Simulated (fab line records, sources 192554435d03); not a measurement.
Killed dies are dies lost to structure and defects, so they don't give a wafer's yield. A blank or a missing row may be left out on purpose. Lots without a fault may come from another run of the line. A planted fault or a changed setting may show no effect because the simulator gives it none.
Split-lot experiment | flow n5_finfet | 7 lots, 21 wafers read, on a route of 1938 steps

THE SPLIT
At N5_MOL_CONTACT_COAG_COAT_64 (time 60 s, resist thk 10 nm), the setting spin_rpm was moved away from the recipe's 1500 rpm on 5 of the 21 wafers read, by -10.2% to +7.1%. The other wafers ran this setting at the recipe's value.

FROM THE SPLIT TO THE READING: what the file shows between them, 3 steps
- N5_MOL_CONTACT_COAG_COAT_34: resist thk 40 nm
- N5_MOL_CONTACT_COAG_EBR_36
- N5_MOL_CONTACT_COAG_DESCUM_45: chemistry O2, time 7 s

THE READING
etch.depth_nm (the simulator's own value, which no gauge read), in nm, at N5_MOL_CONTACT_COAG_ETCH_65 (etches underlayer in N2/H2, target depth 13 nm, time 10.4 s). The file gives no usual value for it. The 16 wafers here that ran the recipe average 9.989 nm, standard deviation 0.033 nm.

wafer  | tool, chamber at the split | spin_rpm as run, rpm | against the recipe | etch.depth_nm, nm | against lot-mates on the recipe
L078.1 | litho_track-03, 0          | 1500                 | recipe             | 10.05             | -
L078.3 | litho_track-03, 0          | 1500                 | recipe             | 10                | -
L078.5 | litho_track-03, 0          | 1500                 | recipe             | 9.984             | -
L079.3 | litho_track-03, 0          | 1500                 | recipe             | 9.983             | -
L079.4 | litho_track-03, 0          | 1500                 | recipe             | 9.974             | -
L079.6 | litho_track-03, 0          | 1500                 | recipe             | 9.989             | -
L081.3 | litho_track-01, 0          | 1500                 | recipe             | 9.967             | -
L081.4 | litho_track-01, 0          | 1602                 | +6.8%              | 9.676             | -0.287
L081.6 | litho_track-01, 0          | 1500                 | recipe             | 9.958             | -
L085.1 | litho_track-03, 0          | 1500                 | recipe             | 10.03             | -
L085.2 | litho_track-03, 0          | 1500                 | recipe             | 10.04             | -
L085.3 | litho_track-03, 0          | 1448                 | -3.5%              | 10.21             | +0.175
L089.1 | litho_track-05, 0          | 1500                 | recipe             | 9.958             | -
L089.3 | litho_track-05, 0          | 1500                 | recipe             | 9.942             | -
L089.4 | litho_track-05, 0          | 1500                 | recipe             | 9.953             | -
L092.2 | litho_track-01, 0          | 1500                 | recipe             | 9.964             | -
L092.3 | litho_track-01, 0          | 1500                 | recipe             | 10.01             | -
L092.5 | litho_track-01, 0          | 1347                 | -10.2%             | 10.54             | +0.553
L093.1 | litho_track-05, 0          | 1500                 | recipe             | 10.03             | -
L093.4 | litho_track-05, 0          | 1606                 | +7.1%              | 9.674             | -0.356
L093.6 | litho_track-05, 0          | 1606                 | +7.1%              | 9.709             | -0.321

THE FIT
A straight line over all 21 wafers: etch.depth_nm changes by -0.0488 nm for each +1% of spin_rpm; r = -0.98; the points scatter about the line by 0.037 nm.
The same after taking each lot's own level away (the mean of its wafers on the recipe; 21 wafers): -0.0497 nm for each +1%; r = -0.99; scatter 0.021 nm.
On that fit, the largest move of spin_rpm shifts the reading by 0.51 nm.
The lots' own levels span 9.9510 to 10.0350 nm, that is 2.6 times the standard deviation above.
So the lot-to-lot level changes the slope little: the two slopes agree.
Check: with one of the wafers moved furthest among these (-10.2%) left out of the fit, the line predicts +0.476 nm for it against its lot-mates. It came out at +0.553 nm against them.

OTHER SPLITS ON THESE WAFERS
These wafers also went through other splits before the reading. Each is held against what the fit with the lots' levels taken away leaves over:
other split on the same wafers         | wafers away from the commonest value | r with etch.depth_nm (lot level and that fit taken away)
N5_GATE_CUT_EXPOSE_10 dose_mj          | 4                                    | -0.06
N5_MOL_CONTACT_COAG_EXPOSE_05 dose_mj  | 10                                   | +0.09
N5_MOL_CONTACT_COAG_ETCH_105 bias_w    | 7                                    | +0.18
N5_MOL_CONTACT_COAG_VIA_ETCH_46 bias_w | 6                                    | -0.09

THE WHOLE CHAIN: every reading that the file lists as answering this split, in the file's order
step                        | what it does                                                | reading                                                                                        | change (the file's fit)                | r (the file's)
N5_MOL_CONTACT_COAG_COAT_64 | time 60 s, resist thk 10 nm                                 | underlayer_of_MOL_CONTACT_COAG_COAT_64.thk_nm (the simulator's own value, which no gauge read) | -0.0549 nm for each +1% of the setting | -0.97
N5_MOL_CONTACT_COAG_ETCH_65 | etches underlayer in N2/H2, target depth 13 nm, time 10.4 s | etch.depth_nm (the simulator's own value, which no gauge read)                                 | -0.05 nm for each +1% of the setting   | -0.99

THE FILE'S OWN FIT
etch.depth_nm changes by -0.05 nm for each +1% of spin_rpm, r = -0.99.
